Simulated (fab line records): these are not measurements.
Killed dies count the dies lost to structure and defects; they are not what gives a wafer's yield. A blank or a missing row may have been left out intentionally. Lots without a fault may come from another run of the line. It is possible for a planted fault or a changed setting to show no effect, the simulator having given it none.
Comparing a struck lot with a sound one / flow n5Finfet / 16 out of 1938 route steps
Sound: these wafers, L962.1, L962.2, L962.5. Struck: wafers L976.2, L976.5. At the end, the cause is stated.
For every step that has rows: the tool of each side, followed by ch and its chambers, followed by its first start. Under that, the readings that differ: sound wafers / struck wafers / difference of the means / sigmas: that difference in standard deviations of wafers without a fault.
alike: words and numbers the same on both sides, and readings whose means are apart by under 2 such deviations; not compared: readings that were withheld, readings missing a value for some wafer, numbers with overlapping values and no deviation given by the record, and bounds like >300 which may hide the same value.
Wherever a step has rows on one side only, a row that says differs or no value, or a row with sigmas, the two part there. Non-overlapping numbers with no deviation appear without sigmas and do not part them. A reading missing from all wafers of one side parts the sides only when that side holds two or more wafers.

first, 3 steps without rows for these wafers: N5_HKMG_FIN_STRIP_89 (strips SOC in N2/H2, time 20 s); N5_HKMG_FIN_WET_ETCH_87 (etches TiN in SC1, time 154.2 s, target depth 4.7 nm, rinse time 30 s); N5_HKMG_FIN_STRIP_88 (strips in N2/H2, time 360 s).
N5_HKMG_FIN_NWFM_ALD_20: deposits TiAlC, target thk 2 nm, pulse time 3 s, purge time 2 s.
  sound on aldMetal-04 ch 0,1,3, day 4 16:58; struck on aldMetal-04 ch 3, day 8 09:00
  alike: heaterPowerW, precursorPulseHeightRel
  not compared: aldCycles
N5_HKMG_FIN_ALD_71: deposits TiN, target thk 1 nm, pulse time 1 s, purge time 3 s.
  sound on aldMetal-04 ch 0,1,3, day 4 17:04; struck on aldMetal-04 ch 3, day 8 09:06
  alike: heaterPowerW, precursorPulseHeightRel
  not compared: aldCycles
then, 1 step without rows for these wafers: N5_HKMG_FIN_COAT_66 (time 60 s, resist thk 300 nm).
N5_HKMG_FIN_ETCH_67: etches SOC in N2/H2, stops on TiN, target depth 388.9 nm.
  sound on rieDiel-03 ch 0,1,2, day 4 17:25; struck on rieDiel-03 ch 2, day 8 09:29
  alike: biasW, drypumpMotorCurrentA, oesProductAu, rfVppV, showerheadPlenumPTorr, throttleValvePct
  not compared: rfHoursCounterH
N5_HKMG_FIN_STRIP_90: strips SOC in N2/H2, time 20 s.
  sound on rieDiel-03 ch 0,1,2, day 4 17:28; struck on rieDiel-03 ch 2, day 8 09:33
reading=biasPowerW (W); sound=7.988 8.061 8.019; struck=7.962 7.966; difference=-0.059; sigmas=-3
  alike: drypumpMotorCurrentA, oesProductAu, rfVppV, showerheadPlenumPTorr, throttleValvePct
  not compared: rfHoursCounterH
then, 4 steps without rows for these wafers: N5_HKMG_FIN_WET_ETCH_73 (etches the open film in SC1, time 42.3 s, target depth 1.3 nm, rinse time 30 s); N5_HKMG_FIN_ETCHBACK_68 (etches the open film in Cl2/Ar, stops on HfO2, target depth 0.5 nm); N5_HKMG_FIN_STRIP_69 (strips in N2/H2, time 360 s); N5_HKMG_FIN_ALD_21 (deposits TiN, target thk 1.5 nm, pulse time 1 s, purge time 3 s).
N5_HKMG_FIN_ALD_72: deposits W, target thk 2 nm, pulse time 1 s, purge time 2 s.
  sound on cvdW-01 ch 0,1, day 4 18:31; struck on cvdW-02 ch 0,1, day 8 10:35
reading=aldCycles; sound=7 7 7; struck=8 8; difference=+1; sigmas=
  alike: heaterPowerW, precursorPulseHeightRel
N5_HKMG_FIN_W_FILL_22: material W, target thk 60 nm, time 18.2 s.
  sound on cvdW-01 ch 0,1, day 4 18:34; struck on cvdW-02 ch 0,1, day 8 10:40
  alike: heaterPowerW, throttleValvePct
-- a jump in the record: the struck wafers' starts before and after are 5 days apart (it breaks off in module HKMG_FIN and resumes in module BEOL_M4, where the first step shown is number 1111 of the route) --
N5_BEOL_M4_RC_MEAS_101:
  sound on prober-01 ch 0, day 8 05:53; struck on prober-02 ch 0, day 13 07:27
reading=VT_N (mV); sound=255 253 255; struck=251 244; difference=-7; sigmas=-2
reading=VT_P (mV); sound=-256 -255 -256; struck=-250 -245; difference=+8; sigmas=+3
  alike: DIBL_N, DIBL_P, IOFF_N, IOFF_P, ION_N, ION_P, SS_N, SS_P
-- a jump in the record: the struck wafers' starts before and after are 4 days apart (it breaks off in module BEOL_M4 and resumes in module PASSIVATION, where the first step shown is number 1936 of the route) --
N5_PASSIVATION_PROBE_49:
  the record has rows for the struck wafers here (prober-02, day 17 12:49) and none for the sound ones

WHERE THEY PART
At N5_HKMG_FIN_STRIP_90 first; at N5_PASSIVATION_PROBE_49 last (within this record only).

WHY: what the simulator had put in
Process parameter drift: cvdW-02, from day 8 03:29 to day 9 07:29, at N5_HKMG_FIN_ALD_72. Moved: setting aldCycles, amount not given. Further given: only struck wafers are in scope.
